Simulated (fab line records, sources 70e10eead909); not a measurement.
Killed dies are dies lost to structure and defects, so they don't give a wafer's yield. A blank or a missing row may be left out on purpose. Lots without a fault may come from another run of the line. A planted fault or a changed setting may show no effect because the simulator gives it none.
Which tool did it? | flow nand_harc | 6 lots, 18 wafers sampled, at 3 steps of a route of 1302

WHAT THE GAUGES READ, wafer by wafer
NHARC_P_M2_OVL_MEAS_10: pitch 340 nm.
lot  | measured     | on         | overlay_x_nm (nm)
L886 | day 6 20:28  | overlay-01 | -0.5 -0.2 -0.3
L889 | day 8 05:49  | overlay-02 | 0.9 1.5 0.9
L892 | day 9 14:40  | overlay-01 | -1.7 -1.9 -1.6
L894 | day 10 08:53 | overlay-01 | 1.1 1.7 0.8
L898 | day 12 11:14 | overlay-02 | 45.5 45.7 45.5
L908 | day 15 22:39 | overlay-01 | 0.0 0.4 0.3

WHICH TOOL RAN EACH LOT (tool, then ch and the chambers of the sampled wafers, then the start)
lot  | NHARC_P_M1_ETCH_15                            | NHARC_P_M2_EXPOSE_06
L886 | rie_diel-02 ch 0,2,3, day 6 18:59 or earlier  | arfi_scanner-01 ch 0, day 6 20:16
L889 | rie_diel-02 ch 0,1,3, day 8 04:20 or earlier  | arfi_scanner-03 ch 0, day 8 05:35
L892 | rie_diel-05 ch 0,1,2, day 9 13:01 or earlier  | arfi_scanner-02 ch 0, day 9 14:26
L894 | rie_diel-05 ch 0,1, day 10 07:25 or earlier   | arfi_scanner-01 ch 0, day 10 08:40
L898 | rie_diel-05 ch 2,3, day 12 09:51 or earlier   | arfi_scanner-03 ch 0, day 12 11:00
L908 | rie_diel-05 ch 0,1,3, day 15 21:10 or earlier | arfi_scanner-01 ch 0, day 15 22:25
- NHARC_P_M1_ETCH_15: etches the open film in C4F8/Ar, target depth 182.5 nm, time 91.2 s.
- NHARC_P_M2_EXPOSE_06: exposes mask P M2, target cd 170 nm.

THE ANSWER, worked out from the rows above alone
Rule: what is usual is taken from the lots themselves. Put in order of their means at a reading, lots are off if they are a third of the lots or fewer, leave a main group of 4 or more, and stand apart from it by a gap of 3 or more times the standard deviation of the main group's means; of several such gaps the widest counts. A main group whose means are all the same, to the digits that the tables above print for the reading, isn't used. A lot without any number at a reading at which 4 lots or more have one is off too. The other lots that the step has rows for count as sound.
Off: L898, at NHARC_P_M2_OVL_MEAS_10 (overlay_x_nm). The main group: mean 0.1 nm, standard deviation 1.1.
A tool fits if, at a process step before that reading, it ran every lot that is off, and no sound lot after the first of them. The gauges at NHARC_P_M2_OVL_MEAS_10 are tried like those tools. NHARC_P_M1_ETCH_15 gives no start for some lots, so the hours and the order of its lots are those of NHARC_P_M1_INSPECT_27. Can't be told from this: 2 tools fit, arfi_scanner-03 at NHARC_P_M2_EXPOSE_06, overlay-02 at NHARC_P_M2_OVL_MEAS_10.

WHAT THE SIMULATOR HAD PUT IN
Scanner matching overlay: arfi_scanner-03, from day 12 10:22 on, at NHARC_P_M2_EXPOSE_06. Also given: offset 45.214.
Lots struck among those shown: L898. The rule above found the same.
